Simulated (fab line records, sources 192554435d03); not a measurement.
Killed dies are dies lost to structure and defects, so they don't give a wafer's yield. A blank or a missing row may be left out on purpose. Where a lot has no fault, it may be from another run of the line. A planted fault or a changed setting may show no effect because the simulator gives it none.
Which tool was responsible? | flow n5-finfet | 72 wafers from 24 lots sampled at 5 of the route's 1938 steps

WHAT THE GAUGES SHOWED, per wafer
N5_BEOL_M2_RS_MEAS_58: a four-point-probe measurement. Usual: M2_RS typically reads 0.67 ohm/sq, with standard deviation 0.036.
lot  | measured     | on            | M2_RS (ohm/sq) | flag
L074 | day 8 05:03  | film-metro-02 | 0.69 0.71 0.69 |
L075 | day 8 14:56  | film-metro-01 | 0.67 0.75 0.73 |
L076 | day 9 00:27  | film-metro-02 | 0.71 0.68 0.65 |
L077 | day 9 06:38  | film-metro-02 | 0.72 0.67 0.65 |
L078 | day 9 15:05  | film-metro-02 | 0.67 0.73 0.68 |
L079 | day 9 23:39  | film-metro-02 | 0.67 0.72 0.66 |
L080 | day 10 00:43 | film-metro-02 | 0.65 0.66 0.61 |
L081 | day 10 04:34 | film-metro-01 | 0.67 0.65 0.61 |
L083 | day 10 06:11 | film-metro-02 | 0.71 0.71 0.64 |
L082 | day 10 11:20 | film-metro-01 | 0.64 0.67 0.66 |
L084 | day 10 19:11 | film-metro-02 | 0.69 0.66 0.66 |
L085 | day 10 23:49 | film-metro-02 | 0.66 0.62 0.65 |
L086 | day 11 00:05 | film-metro-02 | 0.66 0.72 0.70 |
L088 | day 11 09:26 | film-metro-01 | 0.65 0.73 0.67 |
L089 | day 11 09:33 | film-metro-02 | 0.70 0.69 0.71 |
L087 | day 12 02:00 | film-metro-02 | 0.67 0.66 0.66 |
L091 | day 12 16:23 | film-metro-01 | 0.67 0.65 0.61 |
L090 | day 12 16:55 | film-metro-02 | 0.68 0.67 0.71 |
L092 | day 13 04:05 | film-metro-01 | 0.71 0.69 0.62 |
L093 | day 13 04:48 | film-metro-02 | 0.59 0.69 0.59 |
L094 | day 14 03:14 | film-metro-02 | 0.67 0.72 0.74 |
L097 | day 14 06:29 | film-metro-02 | 0.62 0.58 0.61 |
L095 | day 14 06:41 | film-metro-01 | 0.69 0.66 0.70 |
L096 | day 14 10:52 | film-metro-01 | 0.65 0.61 0.62 |

N5_BEOL_M3_CD_MEAS_18: pitch 36 nm, target cd 18 nm. Usual: cd-nm reads 18.0 nm (standard deviation 0.46).
lot  | measured     | on        | cd-nm (nm)     | flag
L074 | day 8 06:57  | cd-sem-01 | 18.1 17.9 17.7 |
L075 | day 8 16:13  | cd-sem-01 | 17.6 18.2 17.9 |
L076 | day 9 03:34  | cd-sem-02 | 18.1 18.6 18.1 |
L077 | day 9 10:36  | cd-sem-02 | 18.7 18.3 17.0 |
L078 | day 9 16:29  | cd-sem-01 | 18.5 17.7 18.4 |
L079 | day 10 02:26 | cd-sem-02 | 18.1 17.6 17.6 |
L080 | day 10 02:37 | cd-sem-01 | 17.9 17.4 17.7 |
L081 | day 10 06:52 | cd-sem-02 | 18.1 17.5 17.4 |
L083 | day 10 08:13 | cd-sem-01 | 17.9 17.8 17.8 |
L082 | day 10 15:12 | cd-sem-03 | 18.4 17.4 18.5 |
L084 | day 10 21:11 | cd-sem-02 | 18.3 18.3 18.1 |
L085 | day 11 01:52 | cd-sem-02 | 17.8 18.6 18.1 |
L086 | day 11 01:59 | cd-sem-02 | 17.3 18.1 18.0 |
L088 | day 11 11:03 | cd-sem-02 | 17.7 17.9 18.4 |
L089 | day 11 11:13 | cd-sem-01 | 18.1 18.7 17.6 |
L087 | day 12 04:07 | cd-sem-03 | 18.1 18.0 18.2 |
L091 | day 12 18:11 | cd-sem-01 | 18.7 18.8 18.3 |
L090 | day 12 18:32 | cd-sem-02 | 18.9 18.3 19.4 |
L092 | day 13 05:50 | cd-sem-02 | 18.4 18.9 18.2 |
L093 | day 13 07:06 | cd-sem-01 | 17.5 17.9 17.4 |
L094 | day 14 05:59 | cd-sem-01 | 18.3 17.5 17.4 |
L097 | day 14 11:22 | cd-sem-02 | 18.6 18.0 18.1 |
L095 | day 14 11:37 | cd-sem-02 | 18.2 18.8 18.9 |
L096 | day 14 12:50 | cd-sem-03 | 18.1 17.7 17.9 |

N5_BEOL_M3_INSPECT_30: inspects for defects (brightfield). Usual: raw-defect-count reads 377 (standard deviation 87).
lot  | measured     | on                | raw-defect-count | flag
L074 | day 8 07:29  | defect-inspect-02 | 282 370 296      |
L075 | day 8 16:49  | defect-inspect-01 | 442 297 298      |
L076 | day 9 04:06  | defect-inspect-02 | 798 504 438      |
L077 | day 9 11:08  | defect-inspect-02 | 418 431 424      |
L078 | day 9 17:02  | defect-inspect-02 | 509 361 353      |
L079 | day 10 02:50 | defect-inspect-01 | 443 335 406      |
L080 | day 10 03:01 | defect-inspect-01 | 312 383 410      |
L081 | day 10 07:23 | defect-inspect-02 | 517 452 433      |
L083 | day 10 08:38 | defect-inspect-01 | 300 303 264      |
L082 | day 10 15:44 | defect-inspect-02 | 253 229 261      |
L084 | day 10 21:35 | defect-inspect-02 | 453 399 397      |
L085 | day 11 02:16 | defect-inspect-01 | 392 376 272      |
L086 | day 11 02:31 | defect-inspect-01 | 389 352 349      |
L088 | day 11 11:35 | defect-inspect-01 | 271 206 276      |
L089 | day 11 11:46 | defect-inspect-01 | 235 309 292      |
L087 | day 12 04:41 | defect-inspect-01 | 385 302 367      |
L091 | day 12 18:36 | defect-inspect-02 | 441 295 297      |
L090 | day 12 18:56 | defect-inspect-02 | 532 460 424      |
L092 | day 13 06:22 | defect-inspect-01 | 571 399 437      |
L093 | day 13 07:38 | defect-inspect-01 | 413 415 386      |
L094 | day 14 06:31 | defect-inspect-01 | 401 449 469      |
L097 | day 14 11:53 | defect-inspect-01 | 380 384 359      |
L095 | day 14 12:10 | defect-inspect-01 | 412 372 257      |
L096 | day 14 13:16 | defect-inspect-01 | 491 540 586      |

EACH LOT AND THE TOOL THAT RAN IT (in order: tool; ch and the chambers of the sampled wafers; start)
lot  | N5_BEOL_M2_CMP_52             | N5_BEOL_M3_STRIP_19
L074 | cmp-01 ch 0,3, day 8 04:29    | rie-diel-06 ch 1,2, day 8 06:52
L075 | cmp-02 ch 1,2, day 8 14:19    | rie-diel-06 ch 1,2, day 8 16:08
L076 | cmp-02 ch 0,1, day 8 23:53    | rie-diel-06 ch 1,3, day 9 03:29
L077 | cmp-02 ch 0,1,3, day 9 06:08  | rie-diel-06 ch 1,2, day 9 10:31
L078 | cmp-02 ch 0,2,3, day 9 14:34  | rie-diel-06 ch 0,2, day 9 16:25
L079 | cmp-03 ch 0,1,2, day 9 23:08  | rie-diel-03 ch 0,2,3, day 10 02:22
L080 | cmp-03 ch 0,3, day 10 00:09   | rie-diel-03 ch 2,3, day 10 02:32
L081 | cmp-01 ch 1,2, day 10 03:59   | rie-diel-03 ch 1,2,3, day 10 06:47
L083 | cmp-03 ch 1,2,3, day 10 05:38 | rie-diel-02 ch 0,2,3, day 10 08:09
L082 | cmp-01 ch 2,3, day 10 10:50   | rie-diel-06 ch 0,1, day 10 15:08
L084 | cmp-03 ch 1,3, day 10 18:40   | rie-diel-03 ch 1,3, day 10 21:07
L085 | cmp-03 ch 1,2,3, day 10 23:15 | rie-diel-03 ch 0,1,2, day 11 01:47
L086 | cmp-01 ch 0,1,2, day 10 23:36 | rie-diel-02 ch 1,2,3, day 11 01:55
L088 | cmp-01 ch 2,3, day 11 08:52   | rie-diel-02 ch 1,2, day 11 10:58
L089 | cmp-02 ch 2,3, day 11 08:59   | rie-diel-06 ch 0,1,2, day 11 11:08
L087 | cmp-02 ch 0,2,3, day 12 01:29 | rie-diel-06 ch 0,2, day 12 04:02
L091 | cmp-01 ch 0,1,3, day 12 15:49 | rie-diel-03 ch 0,2,3, day 12 18:07
L090 | cmp-01 ch 0,1, day 12 16:17   | rie-diel-02 ch 0,2, day 12 18:28
L092 | cmp-02 ch 0,1,3, day 13 03:32 | rie-diel-06 ch 0,3, day 13 05:46
L093 | cmp-03 ch 2,3, day 13 04:14   | rie-diel-02 ch 0,3, day 13 07:02
L094 | cmp-01 ch 0,2,3, day 14 02:43 | rie-diel-02 ch 1,2,3, day 14 05:55
L097 | cmp-03 ch 0,1,3, day 14 05:53 | rie-diel-03 ch 1,2,3, day 14 11:17
L095 | cmp-01 ch 2,3, day 14 06:06   | rie-diel-02 ch 0,3, day 14 11:33
L096 | cmp-03 ch 0,1,2, day 14 10:19 | rie-diel-06 ch 0,1,2, day 14 12:46
- N5_BEOL_M2_CMP_52: polishes, stops on SiOC, t overpolish 6.8 s, target thk 40 nm.
- N5_BEOL_M3_STRIP_19: strips in O2.

AS READ BY THE TOOLS THEMSELVES (means over the sampled wafers that have a number; for cases with no such wafer, the mark the record gives instead)
N5_BEOL_M2_CMP_52. Usual: barrier-field-endpoint-s 24.9 s, standard deviation 0.91; motor-current-A 6.1 A, standard deviation 0.59; overpolish-run-s 6.801 s, standard deviation 0.0091; time-to-endpoint-s 64 s, standard deviation 3.9.
lot  | tool   | barrier-field-endpoint-s (s) | motor-current-A (A) | overpolish-run-s (s) | time-to-endpoint-s (s) | flag
L074 | cmp-01 | 24.4                         | 6.5                 | 6.796                | 61                     |
L075 | cmp-02 | 24.4                         | 6.6                 | 6.793                | 62                     |
L076 | cmp-02 | 24.2                         | 6.5                 | 6.797                | 64                     |
L077 | cmp-02 | 23.9                         | 6.4                 | 6.799                | 61                     |
L078 | cmp-02 | 24.4                         | 6.2                 | 6.805                | 61                     |
L079 | cmp-03 | 25.2                         | 5.6                 | 6.808                | 65                     |
L080 | cmp-03 | 25.2                         | 5.9                 | 6.795                | 69                     |
L081 | cmp-01 | 24.8                         | 5.7                 | 6.802                | 63                     |
L083 | cmp-03 | 25.4                         | 5.5                 | 6.801                | 64                     |
L082 | cmp-01 | 24.6                         | 6.4                 | 6.790                | 65                     |
L084 | cmp-03 | 24.7                         | 5.9                 | 6.805                | 66                     |
L085 | cmp-03 | 25.3                         | 5.8                 | 6.804                | 68                     |
L086 | cmp-01 | 24.8                         | 5.8                 | 6.805                | 59                     |
L088 | cmp-01 | 24.5                         | 5.9                 | 6.804                | 64                     |
L089 | cmp-02 | 24.3                         | 6.1                 | 6.810                | 59                     |
L087 | cmp-02 | 24.6                         | 6.3                 | 6.802                | 60                     |
L091 | cmp-01 | 25.0                         | 6.5                 | 6.800                | 65                     |
L090 | cmp-01 | 24.7                         | 6.6                 | 6.813                | 62                     |
L092 | cmp-02 | 25.4                         | 6.5                 | 6.794                | 61                     |
L093 | cmp-03 | 26.6                         | 5.5                 | 6.798                | 71                     |
L094 | cmp-01 | 25.0                         | 6.3                 | 6.805                | 63                     |
L097 | cmp-03 | 26.6                         | 6.0                 | 6.799                | 68                     |
L095 | cmp-01 | 24.7                         | 6.3                 | 6.803                | 66                     |
L096 | cmp-03 | 26.4                         | 5.6                 | 6.810                | 66                     |

N5_BEOL_M3_STRIP_19. Usual: chamber-pressure-mTorr 30.002 mTorr, standard deviation 0.027; drypump-motor-current-A 5.7 A, standard deviation 0.38; oes-product-au 0.81 a.u., standard deviation 0.087; rf-vpp-V 3.6 V, standard deviation 0.47; showerhead-plenum-p-Torr 2.11 Torr, standard deviation 0.076; throttle-valve-pct 16.59 %, standard deviation 0.29.
lot  | tool        | chamber-pressure-mTorr (mTorr) | drypump-motor-current-A (A) | oes-product-au (a.u.) | rf-vpp-V (V) | showerhead-plenum-p-Torr (Torr) | throttle-valve-pct (%) | flag
L074 | rie-diel-06 | 29.978                         | 5.4                         | 0.76                  | 3.9          | 2.15                            | 16.56                  |
L075 | rie-diel-06 | 30.014                         | 5.3                         | 0.76                  | 3.6          | 2.15                            | 16.57                  |
L076 | rie-diel-06 | 30.007                         | 5.4                         | 0.83                  | 3.3          | 2.06                            | 16.53                  |
L077 | rie-diel-06 | 30.010                         | 5.4                         | 0.75                  | 3.6          | 2.14                            | 16.58                  |
L078 | rie-diel-06 | 30.046                         | 5.9                         | 0.84                  | 3.8          | 2.12                            | 16.36                  |
L079 | rie-diel-03 | 30.021                         | 5.9                         | 0.86                  | 3.7          | 2.18                            | 16.41                  |
L080 | rie-diel-03 | 29.985                         | 5.9                         | 0.88                  | 3.6          | 2.21                            | 16.40                  |
L081 | rie-diel-03 | 30.021                         | 5.8                         | 0.82                  | 3.6          | 2.19                            | 16.69                  |
L083 | rie-diel-02 | 29.991                         | 5.8                         | 0.72                  | 3.3          | 2.07                            | 16.87                  |
L082 | rie-diel-06 | 29.997                         | 5.7                         | 0.71                  | 3.3          | 2.14                            | 16.71                  |
L084 | rie-diel-03 | 30.005                         | 5.4                         | 0.83                  | 3.5          | 2.18                            | 16.68                  |
L085 | rie-diel-03 | 30.001                         | 6.1                         | 0.78                  | 3.9          | 2.17                            | 16.74                  |
L086 | rie-diel-02 | 29.978                         | 5.6                         | 0.76                  | 3.3          | 2.05                            | 16.70                  |
L088 | rie-diel-02 | 30.024                         | 5.6                         | 0.76                  | 3.6          | 1.96                            | 16.68                  |
L089 | rie-diel-06 | 30.008                         | 5.6                         | 0.78                  | 3.5          | 2.12                            | 16.50                  |
L087 | rie-diel-06 | 30.004                         | 5.5                         | 0.83                  | 4.1          | 2.11                            | 16.28                  |
L091 | rie-diel-03 | 29.993                         | 5.8                         | 0.83                  | 3.3          | 2.17                            | 16.45                  |
L090 | rie-diel-02 | 29.994                         | 5.8                         | 0.90                  | 3.8          | 2.03                            | 16.68                  |
L092 | rie-diel-06 | 29.995                         | 6.0                         | 0.82                  | 3.6          | 2.08                            | 16.50                  |
L093 | rie-diel-02 | 29.979                         | 5.8                         | 0.88                  | 3.4          | 2.11                            | 16.71                  |
L094 | rie-diel-02 | 30.029                         | 5.7                         | 0.74                  | 3.6          | 2.04                            | 16.74                  |
L097 | rie-diel-03 | 29.993                         | 5.7                         | 0.89                  | 4.1          | 2.18                            | 16.60                  |
L095 | rie-diel-02 | 29.991                         | 5.9                         | 0.79                  | 3.1          | 2.15                            | 16.80                  |
L096 | rie-diel-06 | 30.013                         | 5.6                         | 0.86                  | 4.0          | 2.11                            | 16.36                  |

THE ANSWER, worked out from the rows above alone
Rule: lot off if the mean of its wafers having a number is beyond 3 standard deviations from the usual mean. Also off: a lot with no number at a reading for which 4 or more lots have one. The other lots that the step has rows for count as sound. The gauges are gone through in route order, then the tools' own readings, and for those a lot's mean is taken as printed above. At the first step where some lot is off, the reading lying furthest off is the one used; lots without a number count as furthest.
No lot is off on any of the readings shown, so nothing can be concluded from this.

WHAT THE SIMULATOR HAD INSERTED
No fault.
